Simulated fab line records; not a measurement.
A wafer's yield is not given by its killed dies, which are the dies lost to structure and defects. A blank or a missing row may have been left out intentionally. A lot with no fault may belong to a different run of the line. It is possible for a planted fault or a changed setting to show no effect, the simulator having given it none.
fab line records    flow nand-harc
[record] lots = 24  wafers = 72  last-day = 24
route steps=1159 shown P_M2@330 P_BONDPAD@377 A_SOURCE_PLATE@423 A_CHANNEL_HOLE_D1@462
lots that met no fault: taken from a fault-free run of the same line
start-h: hours from the record's first day to the start of the lot's first wafer shown    wait-h: time in hours since the lot's previous step    " the same as in the row above    L1.1+2: one row covering several wafers at once    - no value present, or no start provided    * or withheld: withheld    < > ~ a bound
route shown NAME@n: names a module that has steps shown in the file, with the first one's number in the route    usual: mean/standard deviation of fault-free wafers    same: alike in all rows    chamber/n: place in a boat    sites: the reading at each site    _std_site: their standard deviation    _edge_site: inner sites' mean taken away from outer sites' mean    radius-mm: how far each site lies from the wafer's centre    mask NAME#n: copy n    behind: the most recent tool/chamber to have shaped the wafer    hold: what put the lot on hold/how long, in hours/how the hold closed    device: which transistor (n, p or np) failed to switch    end of line: at the end of the route, the tests of the same wafers    step lacking rows: just its recipe    killed: dies lost to structure and defects at the first sort, not the wafer's yield    map: per-die view of a wafer (x killed, . not killed, _ where there is no die)
set.NAME: the setting that was run; set.NAME@STEP: the one run at that earlier step    model.NAME: the simulator's own value behind a step, which no gauge read
a sample of lots followed through the steps of the route, with each step as a table and each wafer as a row
services: a tool's chamber out of use, with start hour (start-h, from the record's first day; less than 0 if before it), hours out, and reason
[[steps]]
[step NHARC_P_M2_INSPECT_11]
[usual] raw-defect-count = 4.2/2.6
lot.wafer  tool               chamber  start-h  wait-h  raw-defect-count
L075.1     defect-inspect-01  -        124.49   0.0     4
L075.3     "                  -        "        "       4
L075.4     "                  -        "        "       7
L074.1     defect-inspect-02  -        130.03   0.0     5
L074.2     "                  -        "        "       3
L074.3     "                  -        "        "       4
L077.2     defect-inspect-01  -        140.96   0.0     2
L077.5     "                  -        "        "       1
L077.6     "                  -        "        "       5
L076.3     defect-inspect-02  -        141.57   0.0     6
L076.5     "                  -        "        "       5
L076.6     "                  -        "        "       5
L078.1     defect-inspect-02  -        146.29   0.0     6
L078.4     "                  -        "        "       5
L078.5     "                  -        "        "       3
L079.2     defect-inspect-01  -        148.10   0.0     9
L079.3     "                  -        "        "       12
L079.4     "                  -        "        "       3
L080.2     defect-inspect-02  -        168.10   0.0     1
L080.3     "                  -        "        "       5
L080.4     "                  -        "        "       4
L081.1     defect-inspect-02  -        168.45   0.0     3
L081.2     "                  -        "        "       2
L081.4     "                  -        "        "       2
L082.2     defect-inspect-02  -        172.79   0.0     5
L082.3     "                  -        "        "       3
L082.4     "                  -        "        "       2
L083.1     defect-inspect-02  -        181.17   0.0     3
L083.2     "                  -        "        "       4
L083.4     "                  -        "        "       2
L084.2     defect-inspect-02  -        186.63   0.0     4
L084.4     "                  -        "        "       6
L084.5     "                  -        "        "       6
L086.3     defect-inspect-01  -        203.65   0.0     3
L086.4     "                  -        "        "       1
L086.6     "                  -        "        "       2
L085.1     defect-inspect-02  -        204.11   0.0     0
L085.3     "                  -        "        "       0
L085.6     "                  -        "        "       1
L088.2     defect-inspect-01  -        204.53   0.0     3
L088.4     "                  -        "        "       2
L088.5     "                  -        "        "       1
L087.1     defect-inspect-01  -        206.23   0.0     3
L087.2     "                  -        "        "       2
L087.4     "                  -        "        "       6
L089.2     defect-inspect-01  -        212.52   0.0     6
L089.3     "                  -        "        "       3
L089.4     "                  -        "        "       2
L090.3     defect-inspect-02  -        214.00   0.0     4
L090.5     "                  -        "        "       2
L090.6     "                  -        "        "       0
L092.1     defect-inspect-02  -        233.85   0.0     4
L092.2     "                  -        "        "       3
L092.6     "                  -        "        "       5
L091.3     defect-inspect-02  -        234.20   0.0     3
L091.4     "                  -        "        "       3
L091.5     "                  -        "        "       3
L093.3     defect-inspect-01  -        235.94   0.0     11
L093.4     "                  -        "        "       7
L093.5     "                  -        "        "       7
L094.3     defect-inspect-01  -        244.28   0.0     3
L094.4     "                  -        "        "       0
L094.6     "                  -        "        "       1
L095.1     defect-inspect-01  -        251.08   0.0     4
L095.4     "                  -        "        "       10
L095.6     "                  -        "        "       6
L097.1     defect-inspect-02  -        254.96   0.0     8
L097.3     "                  -        "        "       7
L097.4     "                  -        "        "       8
L096.1     defect-inspect-02  -        255.87   0.1     6
L096.3     "                  -        "        "       3
L096.4     "                  -        "        "       4
[step NHARC_P_M2_DEP_33]
[recipe] target-thk-a = 300  temp-c = 370  target-thk-nm = 30  pressure-torr = 3  flow-sccm = 200  rf-w = 450  material = SiCN
[usual] heater-power-w = 550/69
lot.wafer  tool      chamber  start-h  wait-h  heater-power-w
L075.1     pecvd-03  2        127.28   0.1     436
L075.3     "         0        "        "       559
L075.4     "         1        "        "       609
L074.1     pecvd-02  2        133.37   0.1     465
L074.3     "         0        "        "       495
L074.2     "         1        "        "       611
L077.2     pecvd-03  2        143.82   0.1     473
L077.6     "         1        "        "       529
L077.5     "         0        "        "       532
L076.3     pecvd-02  0        144.53   0.1     542
L076.5     "         2        "        "       508
L076.6     "         1        "        "       670
L078.1     pecvd-01  2        149.27   0.1     467
L078.5     "         2        "        "       446
L078.4     "         1        "        "       620
L079.3     pecvd-01  2        150.89   0.1     449
L079.2     "         0        "        "       590
L079.4     "         0        "        "       596
L080.3     pecvd-01  2        170.89   0.1     456
L080.2     "         0        "        "       618
L080.4     "         2        "        "       453
L081.2     pecvd-01  2        171.34   0.1     495
L081.1     "         0        "        "       551
L081.4     "         0        "        "       549
L082.2     pecvd-02  0        175.74   0.1     510
L082.3     "         1        "        "       637
L082.4     "         2        "        "       558
L083.1     pecvd-02  2        184.15   0.1     516
L083.2     "         1        "        "       576
L083.4     "         1        "        "       570
L084.2     pecvd-01  0        189.52   0.1     608
L084.4     "         2        "        "       474
L084.5     "         1        "        "       627
L086.3     pecvd-01  2        206.64   0.1     479
L086.4     "         1        "        "       650
L086.6     "         0        "        "       551
L085.3     pecvd-02  0        206.95   0.1     525
L085.1     "         1        "        "       638
L085.6     "         0        "        "       534
L088.2     pecvd-03  1        207.51   0.1     576
L088.5     "         1        "        "       561
L088.4     "         2        "        "       390
L087.1     pecvd-02  1        209.08   0.1     586
L087.2     "         2        "        "       518
L087.4     "         1        "        "       593
L089.3     pecvd-01  2        215.40   0.1     490
L089.2     "         0        "        "       605
L089.4     "         2        "        "       486
L090.3     pecvd-02  2        217.08   0.1     559
L090.5     "         0        "        "       535
L090.6     "         2        "        "       561
L092.2     pecvd-03  0        236.88   0.1     517
L092.1     "         1        "        "       549
L092.6     "         0        "        "       538
L091.3     pecvd-02  0        238.20   0.1     502
L091.4     "         2        "        "       542
L091.5     "         0        "        "       514
L093.3     pecvd-03  0        239.09   0.1     606
L093.4     "         2        "        "       440
L093.5     "         0        "        "       587
L094.3     pecvd-03  1        247.30   0.1     630
L094.6     "         2        "        "       399
L094.4     "         1        "        "       644
L095.1     pecvd-03  1        254.24   0.1     627
L095.6     "         0        "        "       616
L095.4     "         2        "        "       452
L097.3     pecvd-01  1        257.79   0.1     645
L097.1     "         2        "        "       413
L097.4     "         0        "        "       639
L096.1     pecvd-03  2        258.75   0.1     482
L096.3     "         1        "        "       608
L096.4     "         2        "        "       483
[step NHARC_P_BONDPAD_PVD_27]
[recipe] target-thk-a = 300  chamber-pressure-pa = 5  power-w = 5000  substrate-temp-c = 30  time-s = 20.49  material = Cu
[usual] throttle-valve-pct = 29.8/1.1
lot.wafer  tool            chamber  start-h  wait-h  throttle-valve-pct
L075.4     pvd-sputter-01  -        -        -       29.9
L075.1     "               -        "        "       29.6
L075.3     "               -        "        "       27.3
L074.1     pvd-sputter-03  -        -        -       30.9
L074.2     "               -        "        "       29.5
L074.3     "               -        "        "       30.4
L077.2     pvd-sputter-02  -        -        -       30.5
L077.6     "               -        "        "       29.4
L077.5     "               -        "        "       30.9
L076.3     pvd-sputter-02  -        -        -       29.6
L076.5     "               -        "        "       31.2
L076.6     "               -        "        "       30.4
L078.4     pvd-sputter-01  -        -        -       29.7
L078.1     "               -        "        "       30.9
L078.5     "               -        "        "       29.5
L079.4     pvd-sputter-01  -        -        -       27.7
L079.3     "               -        "        "       31.2
L079.2     "               -        "        "       29.6
L080.3     pvd-sputter-03  -        -        -       30.2
L080.2     "               -        "        "       28.8
L080.4     "               -        "        "       30.8
L081.4     pvd-sputter-02  -        -        -       30.4
L081.1     "               -        "        "       30.7
L081.2     "               -        "        "       29.5
L082.2     pvd-sputter-01  -        -        -       27.3
L082.4     "               -        "        "       29.3
L082.3     "               -        "        "       28.4
L083.1     pvd-sputter-02  -        -        -       30.6
L083.2     "               -        "        "       31.0
L083.4     "               -        "        "       30.6
L084.4     pvd-sputter-03  -        -        -       30.8
L084.2     "               -        "        "       29.4
L084.5     "               -        "        "       28.8
L086.4     pvd-sputter-03  -        -        -       30.2
L086.3     "               -        "        "       28.8
L086.6     "               -        "        "       31.0
L085.1     pvd-sputter-02  -        -        -       29.8
L085.3     "               -        "        "       30.3
L085.6     "               -        "        "       31.0
L088.4     pvd-sputter-01  -        -        -       27.2
L088.2     "               -        "        "       30.4
L088.5     "               -        "        "       30.8
L087.4     pvd-sputter-01  -        -        -       29.3
L087.2     "               -        "        "       28.3
L087.1     "               -        "        "       27.6
L089.4     pvd-sputter-01  -        -        -       30.5
L089.2     "               -        "        "       29.7
L089.3     "               -        "        "       28.5
L090.3     pvd-sputter-03  -        -        -       29.2
L090.6     "               -        "        "       30.4
L090.5     "               -        "        "       28.7
L092.1     pvd-sputter-02  -        -        -       30.3
L092.2     "               -        "        "       29.9
L092.6     "               -        "        "       31.0
L091.3     pvd-sputter-03  -        -        -       30.8
L091.4     "               -        "        "       30.6
L091.5     "               -        "        "       31.0
L093.3     pvd-sputter-02  -        -        -       30.7
L093.4     "               -        "        "       30.5
L093.5     "               -        "        "       30.5
L094.3     pvd-sputter-03  -        -        -       30.2
L094.4     "               -        "        "       30.7
L094.6     "               -        "        "       30.1
L095.1     pvd-sputter-03  -        -        -       30.9
L095.4     "               -        "        "       30.5
L095.6     "               -        "        "       31.0
L097.4     pvd-sputter-03  -        -        -       30.6
L097.1     "               -        "        "       29.3
L097.3     "               -        "        "       30.3
L096.3     pvd-sputter-01  -        -        -       27.3
L096.1     "               -        "        "       30.4
L096.4     "               -        "        "       28.6
[step NHARC_A_SOURCE_PLATE_INSPECT_08]
[usual] raw-defect-count = 64/28
lot.wafer  tool               chamber  start-h  wait-h  raw-defect-count
L075.1     defect-inspect-02  -        157.76   0.0     61
L075.3     "                  -        "        "       39
L075.4     "                  -        "        "       48
L074.1     defect-inspect-02  -        161.44   0.0     73
L074.2     "                  -        "        "       60
L074.3     "                  -        "        "       126
L076.3     defect-inspect-01  -        171.82   0.0     109
L076.5     "                  -        "        "       86
L076.6     "                  -        "        "       195
L077.2     defect-inspect-02  -        171.82   0.0     63
L077.5     "                  -        "        "       54
L077.6     "                  -        "        "       42
L079.2     defect-inspect-01  -        177.65   0.0     87
L079.3     "                  -        "        "       62
L079.4     "                  -        "        "       89
L078.1     defect-inspect-02  -        177.68   0.0     40
L078.4     "                  -        "        "       50
L078.5     "                  -        "        "       44
L081.1     defect-inspect-01  -        200.34   0.0     55
L081.2     "                  -        "        "       52
L081.4     "                  -        "        "       59
L080.2     defect-inspect-01  -        200.37   0.0     22
L080.3     "                  -        "        "       49
L080.4     "                  -        "        "       42
L082.2     defect-inspect-01  -        203.89   0.0     33
L082.3     "                  -        "        "       37
L082.4     "                  -        "        "       35
L083.1     defect-inspect-02  -        211.70   0.0     45
L083.2     "                  -        "        "       47
L083.4     "                  -        "        "       36
L084.2     defect-inspect-01  -        218.21   0.0     45
L084.4     "                  -        "        "       52
L084.5     "                  -        "        "       51
L087.1     defect-inspect-02  -        234.73   0.0     40
L087.2     "                  -        "        "       30
L087.4     "                  -        "        "       35
L085.1     defect-inspect-01  -        234.75   0.0     83
L085.3     "                  -        "        "       80
L085.6     "                  -        "        "       76
L086.3     defect-inspect-02  -        234.76   0.0     64
L086.4     "                  -        "        "       100
L086.6     "                  -        "        "       74
L088.2     defect-inspect-01  -        234.77   0.0     41
L088.4     "                  -        "        "       54
L088.5     "                  -        "        "       49
L090.3     defect-inspect-01  -        243.09   0.0     48
L090.5     "                  -        "        "       90
L090.6     "                  -        "        "       80
L089.2     defect-inspect-02  -        243.10   0.1     50
L089.3     "                  -        "        "       53
L089.4     "                  -        "        "       38
L092.1     defect-inspect-01  -        266.19   0.0     95
L092.2     "                  -        "        "       68
L092.6     "                  -        "        "       79
L091.3     defect-inspect-02  -        266.19   0.0     102
L091.4     "                  -        "        "       104
L091.5     "                  -        "        "       66
L093.3     defect-inspect-02  -        266.23   0.0     93
L093.4     "                  -        "        "       51
L093.5     "                  -        "        "       84
L094.3     defect-inspect-02  -        275.92   0.0     48
L094.4     "                  -        "        "       53
L094.6     "                  -        "        "       38
L095.1     defect-inspect-01  -        282.70   0.0     108
L095.4     "                  -        "        "       66
L095.6     "                  -        "        "       70
L096.1     defect-inspect-02  -        282.72   0.0     33
L096.3     "                  -        "        "       61
L096.4     "                  -        "        "       42
L097.1     defect-inspect-01  -        282.73   0.0     43
L097.3     "                  -        "        "       40
L097.4     "                  -        "        "       65
[step NHARC_A_CHANNEL_HOLE_D1_CD_MEAS_10]
[recipe] target-cd-nm = 100  landing-energy-ev = 500
[usual] cd-nm = 100.2/0.42
lot.wafer  tool       chamber  start-h  wait-h  cd-nm
L075.1     cd-sem-02  0        173.25   -       100.5
L075.3     "          0        "        "       100.6
L075.4     "          0        "        "       100.1
L074.1     cd-sem-03  0        178.06   -       100.0
L074.2     "          0        "        "       100.1
L074.3     "          0        "        "       100.4
L077.2     cd-sem-01  0        187.31   -       99.8
L077.5     "          0        "        "       99.7
L077.6     "          0        "        "       99.9
L076.3     cd-sem-03  0        187.67   -       100.2
L076.5     "          0        "        "       99.8
L076.6     "          0        "        "       100.5
L078.1     cd-sem-03  0        193.43   -       100.0
L078.4     "          0        "        "       100.6
L078.5     "          0        "        "       100.4
L079.2     cd-sem-02  0        194.97   -       99.4
L079.3     "          0        "        "       99.1
L079.4     "          0        "        "       99.3
L081.1     cd-sem-01  0        216.21   -       99.7
L081.2     "          0        "        "       99.6
L081.4     "          0        "        "       100.0
L080.2     cd-sem-02  0        216.55   -       100.1
L080.3     "          0        "        "       100.1
L080.4     "          0        "        "       100.0
L082.2     cd-sem-01  0        219.38   -       99.9
L082.3     "          0        "        "       99.9
L082.4     "          0        "        "       99.9
L083.1     cd-sem-01  0        228.17   -       100.7
L083.2     "          0        "        "       101.3
L083.4     "          0        "        "       100.1
L084.2     cd-sem-02  0        237.52   -       100.1
L084.4     "          0        "        "       100.3
L084.5     "          0        "        "       99.3
L088.2     cd-sem-03  0        251.90   -       100.2
L088.4     "          0        "        "       100.3
L088.5     "          0        "        "       99.6
L085.1     cd-sem-01  0        252.17   -       99.8
L085.3     "          0        "        "       100.3
L085.6     "          0        "        "       100.3
L087.1     cd-sem-02  0        253.79   -       100.4
L087.2     "          0        "        "       100.7
L087.4     "          0        "        "       100.1
L086.3     cd-sem-02  0        254.07   -       100.2
L086.4     "          0        "        "       100.5
L086.6     "          0        "        "       100.4
L089.2     cd-sem-01  0        260.61   -       99.8
L089.3     "          0        "        "       100.3
L089.4     "          0        "        "       99.7
L090.3     cd-sem-01  0        260.81   -       100.2
L090.5     "          0        "        "       100.8
L090.6     "          0        "        "       99.9
L092.1     cd-sem-02  0        281.70   -       99.8
L092.2     "          0        "        "       100.4
L092.6     "          0        "        "       100.0
L093.3     cd-sem-02  0        281.95   -       100.8
L093.4     "          0        "        "       100.7
L093.5     "          0        "        "       100.8
L091.3     cd-sem-03  0        283.19   -       100.4
L091.4     "          0        "        "       101.0
L091.5     "          0        "        "       100.7
L094.3     cd-sem-03  0        291.50   -       100.1
L094.4     "          0        "        "       100.8
L094.6     "          0        "        "       100.8
L095.1     cd-sem-03  0        298.54   -       100.5
L095.4     "          0        "        "       100.6
L095.6     "          0        "        "       100.5
L096.1     cd-sem-03  0        300.43   -       100.5
L096.3     "          0        "        "       100.1
L096.4     "          0        "        "       100.2
L097.1     cd-sem-02  0        302.33   -       100.5
L097.3     "          0        "        "       100.7
L097.4     "          0        "        "       100.4
[step NHARC_A_CHANNEL_HOLE_D1_CD_MEAS_30]
[usual] cd-nm = 90.0/0.97
lot.wafer  tool       chamber  start-h  wait-h  cd-nm
L075.1     cd-sem-03  -        180.25   -       90.0
L075.3     "          -        "        "       89.6
L075.4     "          -        "        "       88.2
L074.1     cd-sem-02  -        184.92   -       90.0
L074.2     "          -        "        "       89.1
L074.3     "          -        "        "       90.2
L077.2     cd-sem-02  -        194.23   -       90.1
L077.5     "          -        "        "       89.3
L077.6     "          -        "        "       90.5
L076.3     cd-sem-02  -        194.54   -       89.8
L076.5     "          -        "        "       89.0
L076.6     "          -        "        "       89.9
L078.1     cd-sem-02  -        200.39   -       90.4
L078.4     "          -        "        "       90.3
L078.5     "          -        "        "       90.6
L079.2     cd-sem-01  -        202.40   -       88.9
L079.3     "          -        "        "       88.6
L079.4     "          -        "        "       90.6
L081.1     cd-sem-02  -        223.09   -       90.3
L081.2     "          -        "        "       91.0
L081.4     "          -        "        "       88.9
L080.2     cd-sem-02  -        223.67   -       89.0
L080.3     "          -        "        "       90.6
L080.4     "          -        "        "       90.3
L082.2     cd-sem-01  -        228.93   -       89.3
L082.3     "          -        "        "       90.3
L082.4     "          -        "        "       89.8
L083.1     cd-sem-03  -        235.23   -       90.9
L083.2     "          -        "        "       89.4
L083.4     "          -        "        "       88.2
L084.2     cd-sem-01  -        244.61   -       90.4
L084.4     "          -        "        "       91.6
L084.5     "          -        "        "       90.5
L088.2     cd-sem-01  -        258.78   -       89.1
L088.4     "          -        "        "       89.4
L088.5     "          -        "        "       89.5
L085.1     cd-sem-01  -        259.05   -       88.8
L085.3     "          -        "        "       89.3
L085.6     "          -        "        "       88.9
L087.1     cd-sem-01  -        262.95   -       90.6
L087.2     "          -        "        "       91.4
L087.4     "          -        "        "       91.4
L086.3     cd-sem-02  -        263.19   -       90.4
L086.4     "          -        "        "       90.9
L086.6     "          -        "        "       89.8
L089.2     cd-sem-01  -        269.05   0.1     90.5
L089.3     "          -        "        "       90.0
L089.4     "          -        "        "       89.6
L090.3     cd-sem-03  -        269.06   -       89.6
L090.5     "          -        "        "       90.0
L090.6     "          -        "        "       89.4
L092.1     cd-sem-03  -        288.59   -       89.5
L092.2     "          -        "        "       90.0
L092.6     "          -        "        "       88.7
L093.3     cd-sem-01  -        288.85   0.1     91.1
L093.4     "          -        "        "       91.3
L093.5     "          -        "        "       90.7
L091.3     cd-sem-03  -        292.75   -       91.2
L091.4     "          -        "        "       91.5
L091.5     "          -        "        "       91.7
L094.3     cd-sem-01  -        298.51   -       88.9
L094.4     "          -        "        "       91.3
L094.6     "          -        "        "       89.9
L095.1     cd-sem-02  -        305.79   -       90.9
L095.4     "          -        "        "       91.3
L095.6     "          -        "        "       89.9
L096.1     cd-sem-02  -        307.65   -       87.7
L096.3     "          -        "        "       91.8
L096.4     "          -        "        "       89.1
L097.1     cd-sem-01  -        310.26   -       91.1
L097.3     "          -        "        "       90.3
L097.4     "          -        "        "       91.3
[[services]]
tool            chamber  start-h  hours  kind
pecvd-03        -        111.58   13.0   pm
pecvd-03        0        111.58   13.0   vent-cycle
pecvd-03        1        111.58   13.0   vent-cycle
pecvd-03        2        111.58   13.0   vent-cycle
pecvd-03        0        124.58   -      clean
pecvd-03        1        124.58   -      clean
pecvd-03        2        124.58   -      clean
pecvd-02        -        153.00   13.0   pm
pecvd-02        0        153.00   13.0   vent-cycle
pecvd-02        1        153.00   13.0   vent-cycle
pecvd-02        2        153.00   13.0   vent-cycle
pvd-sputter-01  -        158.05   10.0   pm
pvd-sputter-03  -        162.06   2.9    repair
pecvd-01        1        164.34   4.4    repair
pecvd-02        0        166.00   -      clean
pecvd-02        1        166.00   -      clean
pecvd-02        2        166.00   -      clean
pecvd-02        -        191.04   1.7    repair
pecvd-01        -        208.96   1.6    repair
pvd-sputter-02  -        214.00   10.0   pm
pvd-sputter-03  -        221.09   3.8    repair
pecvd-01        -        237.25   13.0   pm
pecvd-02        -        250.95   2.3    repair
pvd-sputter-02  -        252.03   16.4   repair
[[key]]
fault none
